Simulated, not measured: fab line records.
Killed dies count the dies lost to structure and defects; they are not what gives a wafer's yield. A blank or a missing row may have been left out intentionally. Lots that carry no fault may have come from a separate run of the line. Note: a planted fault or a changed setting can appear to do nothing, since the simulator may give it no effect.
fab line records	flow nand_harc
record lots=14	wafers=42	last_day=33
route steps=1302 shown A_ZERO_WELL@405 A_CHANNEL_HOLE_D1@450
lots that met no fault: taken from a fault-free run of the same line
start_h: hours from the record's first day to the start of the lot's first wafer shown	wait_h: hours from the lot's prior step to this one	" the same as in the row above	L1.1+2: several wafers, shown together as one row	- no value, or no start was given	* or withheld: withheld	< > ~ a bound
route shown NAME@n: NAME is a module with steps in the file, n the number in the route of the first one	usual: mean and standard deviation over wafers with no fault	same: alike in all rows	chamber/n: place in a boat	sites: each site's reading	_std_site: standard deviation of those values	_edge_site: outer sites' mean less inner sites'	radius_mm: how far each site lies from the wafer's centre	mask NAME#n: copy n	behind: the most recent tool/chamber to have shaped the wafer	hold: why the lot was held/for how many hours/how that ended	device: which transistor (n, p or np) failed to switch	end of line: tests of these same wafers at the route's end	where a step has no rows: the recipe by itself	killed: not the wafer's yield, but the dies lost to structure and defects at the first sort	map: dies across one wafer; x = killed, . = not, _ = none there
set.NAME: the run value of the setting; set.NAME@STEP: its run value at that earlier step	model.NAME: the simulator's own value behind a step, which no gauge read
steps of the route over a sample of lots; a table a step, a row a wafer
services: a tool's chamber out of use, with start hour (start_h, from the record's first day; less than 0 if before it), hours out, and reason
## steps
# step NHARC_A_ZERO_WELL_ETCH_13
# recipe target_depth_a=1200	time_s=40.1	hbr_flow_sccm=150	cl2_flow_sccm=50	rf_w=400	icp_w=400	bias_w=100	chemistry=HBr/Cl2
# usual drypump_motor_current_A=5.8/0.38	he_backside_leak_sccm=2.67/0.22	oes_product_au=1.004/0.011	throttle_valve_pct=26.406/0.0097
lot.wafer	tool	chamber	start_h	wait_h	drypump_motor_current_A	he_backside_leak_sccm	oes_product_au	rf_hours_counter_h	throttle_valve_pct
L985.1	rie_si-02	2	142.43	-	5.0	2.82	1.008	0.18	26.405
L985.5	"	2	"	"	5.0	2.91	1.006	-	26.431
L985.4	"	3	"	"	6.1	2.91	1.006	-	26.407
L986.1	rie_si-01	3	154.89	-	6.0	2.54	1.012	0.71	26.412
L986.4	"	1	"	"	5.4	2.55	0.997	0.86	26.416
L986.5	"	0	"	"	6.0	2.78	0.989	-	26.418
L987.3	rie_si-06	2	162.77	-	5.7	2.51	1.007	0.75	26.404
L987.1	"	0	"	"	5.8	2.44	1.015	0.50	26.426
L987.5	"	3	"	"	5.9	2.53	1.016	-	26.405
L988.4	rie_si-02	0	167.61	-	5.9	2.75	1.016	0.33	26.410
L988.3	"	1	"	"	5.4	2.37	0.987	0.44	26.407
L988.1	"	2	"	"	5.1	2.82	1.013	0.34	26.407
L989.3	rie_si-06	3	178.95	-	5.9	2.45	1.021	0.78	26.406
L989.2	"	0	"	"	5.8	2.64	1.008	0.58	26.403
L989.4	"	1	"	"	5.6	2.30	1.020	-	26.388
L997.2	rie_si-02	3	263.68	-	6.2	3.00	1.006	0.82	26.401
L997.4	"	2	"	"	5.1	2.77	1.022	0.82	26.400
L997.6	"	0	"	"	5.9	2.58	1.011	-	26.394
L998.2	rie_si-01	2	267.29	-	6.4	2.71	0.998	0.23	26.407
L998.4	"	0	"	"	5.9	3.05	0.990	0.38	26.408
L998.5	"	3	"	"	6.0	2.66	1.020	-	26.405
L999.3	rie_si-06	0	285.06	-	5.8	2.56	1.010	0.22	26.411
L999.2	"	2	"	"	5.7	2.72	0.991	0.25	26.416
L999.5	"	1	"	"	5.6	2.36	1.011	-	26.405
L100.2	rie_si-01	0	295.51	-	6.0	2.84	1.000	0.60	26.418
L100.3	"	1	"	"	5.4	2.47	1.006	0.53	26.417
L100.4	"	2	"	"	6.4	2.74	1.004	0.44	26.407
L101.3	rie_si-06	3	308.46	-	6.0	2.52	0.988	0.41	26.408
L101.2	"	2	"	"	5.7	2.63	0.997	0.36	26.399
L101.6	"	3	"	"	5.9	2.53	0.988	-	26.409
L103.3	rie_si-02	1	316.08	-	5.4	2.43	1.013	0.23	26.402
L103.6	"	0	"	"	5.9	2.53	1.005	-	26.409
L103.5	"	1	"	"	5.4	2.44	1.013	-	26.399
L105.4	rie_si-01	1	338.02	-	5.4	2.49	0.998	0.71	26.395
L105.5	"	2	"	"	6.4	2.77	0.995	-	26.414
L105.6	"	3	"	"	6.0	2.67	1.015	-	26.410
L107.2	rie_si-06	3	359.88	-	5.9	2.41	0.983	0.79	26.399
L107.1	"	1	"	"	5.6	2.40	1.012	0.77	26.403
L107.6	"	3	"	"	5.9	2.58	0.988	-	26.395
L108.1	rie_si-02	2	373.91	-	5.1	2.82	0.992	0.55	26.396
L108.3	"	1	"	"	5.4	2.18	0.998	0.52	26.430
L108.5	"	2	"	"	5.0	2.77	0.997	-	26.401
# step NHARC_A_CHANNEL_HOLE_D1_DEP_00
# recipe target_thk_a=31000	temp_c=400	material=aC
# usual throttle_valve_pct=35.000/0.0092
lot.wafer	tool	chamber	start_h	wait_h	throttle_valve_pct
L985.1	acl_dep-03	0	178.79	0.1	35.009
L985.4	"	0	"	"	35.004
L985.5	"	0	"	"	35.008
L986.1	acl_dep-03	0	189.80	0.1	34.999
L986.4	"	0	"	"	34.992
L986.5	"	0	"	"	35.000
L986.1	acl_dep-02	0	192.72	2.6	34.986
L986.4	"	0	"	"	34.987
L986.5	"	0	"	"	35.001
L987.1	acl_dep-02	0	207.04	8.7	34.989
L987.3	"	0	"	"	35.005
L987.5	"	0	"	"	35.001
L988.1	acl_dep-01	0	213.57	8.0	35.016
L988.3	"	0	"	"	34.992
L988.4	"	0	"	"	34.983
L988.1	acl_dep-02	0	217.44	3.5	34.999
L988.3	"	0	"	"	34.971
L988.4	"	0	"	"	35.005
L989.2	acl_dep-03	0	218.29	3.3	35.004
L989.3	"	0	"	"	35.017
L989.4	"	0	"	"	34.995
L997.2	acl_dep-02	0	305.91	4.4	34.989
L997.4	"	0	"	"	34.994
L997.6	"	0	"	"	35.003
L998.2	acl_dep-02	0	307.79	3.1	35.005
L998.4	"	0	"	"	35.001
L998.5	"	0	"	"	35.021
L999.2	acl_dep-02	0	326.83	1.2	34.999
L999.3	"	0	"	"	34.991
L999.5	"	0	"	"	35.007
L100.2	acl_dep-03	0	333.93	0.7	35.010
L100.3	"	0	"	"	35.007
L100.4	"	0	"	"	34.994
L101.2	acl_dep-01	0	343.39	0.4	35.007
L101.3	"	0	"	"	34.987
L101.6	"	0	"	"	35.009
L103.3	acl_dep-02	0	353.82	0.7	34.993
L103.5	"	0	"	"	35.001
L103.6	"	0	"	"	35.000
L105.4	acl_dep-02	0	381.54	6.6	35.006
L105.5	"	0	"	"	34.990
L105.6	"	0	"	"	35.006
L107.1	acl_dep-03	0	394.70	0.1	35.005
L107.2	"	0	"	"	35.004
L107.6	"	0	396.28	1.6	35.005
L108.1	acl_dep-03	0	410.58	1.9	35.001
L108.3	"	0	"	"	35.004
L108.5	"	0	"	"	35.000
# step NHARC_A_CHANNEL_HOLE_D1_OVL_MEAS_11
# usual overlay_x_nm=-0.3/1	overlay_y_nm=-0.1/0.74
lot.wafer	tool	chamber	start_h	wait_h	overlay_x_nm	overlay_y_nm
L985.1	overlay-02	-	181.52	-	-0.3	-1.0
L985.4	"	-	"	"	0.5	-1.3
L985.5	"	-	"	"	0.8	-0.9
L986.1	overlay-01	-	195.42	-	-1.1	1.0
L986.4	"	-	"	"	-0.6	0.7
L986.5	"	-	"	"	-0.9	1.1
L987.1	overlay-02	-	209.62	-	1.9	1.2
L987.3	"	-	"	"	2.0	0.3
L987.5	"	-	"	"	1.9	0.9
L988.1	overlay-02	-	220.04	-	0.5	1.0
L988.3	"	-	"	"	0.1	0.3
L988.4	"	-	"	"	0.4	0.9
L989.2	overlay-01	-	220.58	-	0.0	-0.5
L989.3	"	-	"	"	0.6	-0.3
L989.4	"	-	"	"	-0.3	-0.7
L997.2	overlay-02	-	308.31	-	-1.3	1.0
L997.4	"	-	"	"	-0.8	0.0
L997.6	"	-	"	"	-1.2	0.5
L998.2	overlay-02	-	310.14	-	0.2	-0.7
L998.4	"	-	"	"	-0.1	-0.6
L998.5	"	-	"	"	-0.3	-0.1
L999.2	overlay-02	-	329.25	-	0.5	0.0
L999.3	"	-	"	"	0.4	-0.1
L999.5	"	-	"	"	-0.2	-0.1
L100.2	overlay-02	-	336.20	-	1.1	0.9
L100.3	"	-	"	"	0.7	0.9
L100.4	"	-	"	"	0.9	0.7
L101.2	overlay-01	-	345.83	-	-1.0	-0.3
L101.3	"	-	"	"	-1.7	-0.5
L101.6	"	-	"	"	-1.9	-0.3
L103.3	overlay-02	-	355.80	-	1.7	-0.8
L103.5	"	-	"	"	1.8	-1.0
L103.6	"	-	"	"	2.0	-1.3
L105.4	overlay-01	-	383.32	-	-1.7	-0.8
L105.5	"	-	"	"	-1.5	-1.1
L105.6	"	-	"	"	-1.7	-1.2
L107.1	overlay-01	-	397.43	-	-1.6	0.3
L107.2	"	-	"	"	-1.8	-0.5
L107.6	"	-	"	"	-1.5	-0.4
L108.1	overlay-01	-	413.32	-	-0.1	0.6
L108.3	"	-	"	"	-0.2	-0.4
L108.5	"	-	"	"	0.0	-0.4
# step NHARC_A_CHANNEL_HOLE_D1_DESCUM_15
# recipe time_s=3	o2_flow_sccm=200	ar_flow_sccm=0	bias_power_w=0	chemistry=O2
# usual drypump_motor_current_A=5.7/0.47	oes_product_au=1.000/0.0089	rf_vpp_V=57.7/0.87	showerhead_plenum_p_Torr=1.89/0.079	throttle_valve_pct=11.312/0.0085
lot.wafer	tool	chamber	start_h	wait_h	drypump_motor_current_A	oes_product_au	rf_hours_counter_h	rf_vpp_V	showerhead_plenum_p_Torr	throttle_valve_pct
L985.4	rie_diel-01	2	181.61	0.1	5.5	0.989	12	56.8	1.78	11.317
L985.1	"	3	"	"	5.2	1.002	12	57.2	1.87	11.319
L985.5	"	2	"	"	5.4	0.992	-	56.8	1.78	11.289
L986.1	rie_diel-10	2	196.20	0.7	5.9	1.010	36	59.2	2.01	11.311
L986.4	"	3	"	"	5.0	1.007	41	57.8	1.97	11.318
L986.5	"	1	"	"	6.5	1.012	-	57.5	1.92	11.305
L987.1	rie_diel-12	3	209.73	0.1	6.0	1.001	31	58.8	1.96	11.299
L987.3	"	1	"	"	5.8	0.992	33	57.5	1.92	11.306
L987.5	"	2	"	"	5.7	0.992	-	57.5	1.93	11.322
L988.1	rie_diel-12	3	220.14	0.1	6.0	0.999	32	56.5	1.96	11.307
L988.3	"	0	"	"	6.1	1.008	33	57.5	1.88	11.328
L988.4	"	1	"	"	5.9	0.995	35	58.4	1.92	11.306
L989.2	rie_diel-01	3	220.68	0.1	5.3	0.992	0	58.0	1.87	11.309
L989.4	"	1	"	"	6.5	0.996	0	58.8	2.02	11.324
L989.3	"	2	"	"	5.5	1.008	0	56.7	1.78	11.307
L997.2	rie_diel-12	1	308.42	0.1	5.9	0.996	10	57.7	1.91	11.297
L997.4	"	2	"	"	5.8	0.999	9	59.2	1.92	11.312
L997.6	"	1	"	"	5.9	0.994	-	57.0	1.91	11.315
L998.2	rie_diel-12	3	310.24	0.1	6.0	0.997	9	58.4	1.95	11.313
L998.4	"	0	"	"	6.1	1.016	9	58.2	1.87	11.316
L998.5	"	0	"	"	6.1	1.011	-	56.8	1.87	11.312
L999.3	rie_diel-01	1	329.35	0.1	6.5	1.005	7	58.2	2.02	11.308
L999.2	"	0	"	"	5.1	1.005	8	57.2	1.78	11.300
L999.5	"	2	"	"	5.4	0.997	-	57.5	1.77	11.309
L100.4	rie_diel-01	2	336.29	0.1	5.5	0.989	10	59.0	1.77	11.308
L100.3	"	0	"	"	5.1	0.995	8	57.8	1.78	11.304
L100.2	"	1	"	"	6.5	1.003	8	58.5	2.02	11.307
L101.2	rie_diel-01	3	345.93	0.1	5.3	0.991	10	58.3	1.87	11.314
L101.3	"	0	"	"	5.1	0.986	9	58.0	1.78	11.308
L101.6	"	3	"	"	5.2	1.002	-	58.3	1.87	11.295
L103.3	rie_diel-01	2	355.92	0.1	5.4	1.001	12	56.8	1.77	11.301
L103.6	"	3	"	"	5.3	0.998	-	57.6	1.87	11.301
L103.5	"	0	"	"	5.1	1.000	-	57.5	1.78	11.309
L105.4	rie_diel-12	3	383.44	0.1	6.0	0.992	31	57.0	1.94	11.308
L105.6	"	0	"	"	6.0	0.994	-	56.7	1.87	11.302
L105.5	"	1	"	"	5.9	0.990	-	58.7	1.90	11.310
L107.1	rie_diel-01	3	397.54	0.1	5.2	0.997	2	57.3	1.86	11.312
L107.2	"	0	"	"	5.1	0.998	2	59.6	1.78	11.311
L107.6	"	1	"	"	6.5	1.005	-	57.9	2.02	11.304
L108.3	rie_diel-01	2	413.42	0.1	5.4	0.994	0	57.2	1.77	11.313
L108.1	"	0	"	"	5.1	1.002	3	56.7	1.78	11.301
L108.5	"	3	"	"	5.2	0.986	-	56.6	1.86	11.306
## services
tool	chamber	start_h	hours	kind
rie_si-02	0	138.78	9.5	repair
rie_diel-12	-	150.04	0.6	repair
rie_si-06	-	151.17	0.8	repair
rie_diel-01	2	159.36	3.1	repair
rie_si-06	2	177.35	2.6	repair
rie_si-01	1	180.18	3.3	repair
acl_dep-03	-	192.80	10.8	repair
rie_si-01	-	193.00	9.0	pm
rie_diel-12	-	193.82	1.0	repair
rie_diel-12	0	198.39	11.0	repair
rie_diel-01	-	204.12	9.0	pm
acl_dep-02	-	248.77	13.0	pm
rie_si-06	-	249.00	9.0	pm
rie_diel-12	2	255.26	8.2	repair
rie_diel-12	3	268.97	7.0	repair
rie_diel-12	-	269.86	9.0	pm
rie_si-02	-	277.00	9.0	pm
rie_si-06	-	296.81	0.2	repair
rie_si-06	-	297.71	0.3	repair
acl_dep-03	-	300.01	13.0	pm
rie_si-02	0	307.57	2.8	repair
rie_diel-01	1	313.07	5.4	repair
rie_diel-01	0	363.34	11.2	repair
rie_diel-01	-	381.12	9.0	pm
## key
first_sign step=NHARC_A_CHANNEL_HOLE_D1_DEP_00	reading=visit	direction=added
effect none on later readings
met_at NHARC_A_CHANNEL_HOLE_D1_DEP_00
struck_lots L986,L988
later_rows_left_out L986.1,L986.4,L986.5,L988.1,L988.3,L988.4
sort_left_out L986.1,L986.4,L986.5,L988.1,L988.3,L988.4
tester_left_out L986,L988
not_acting_at NHARC_A_ZERO_WELL_ETCH_13,NHARC_A_CHANNEL_HOLE_D1_OVL_MEAS_11,NHARC_A_CHANNEL_HOLE_D1_DESCUM_15
fault kind=repeated_step_whole	tool=acl_dep-01,acl_dep-02,acl_dep-03	chamber=-	onset_h=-	steps=NHARC_A_CHANNEL_HOLE_D1_DEP_00	times=1	scope=struck_lots_only
# tester_left_out: of these lots the tester's yield and bins aren't shown, on N5 and GAA mostly nor the transistor test; their killed dies are dies lost to structure and defects alone, not to doping, threshold or leakage, so they don't give the yield
# sort_left_out: the simulated sort isn't trusted on such a fault, so these wafers' sort isn't shown, and their yield isn't known
# later_rows_left_out: the simulator's readings of these wafers behind a module that went badly wrong aren't trusted and aren't shown, but for the sort
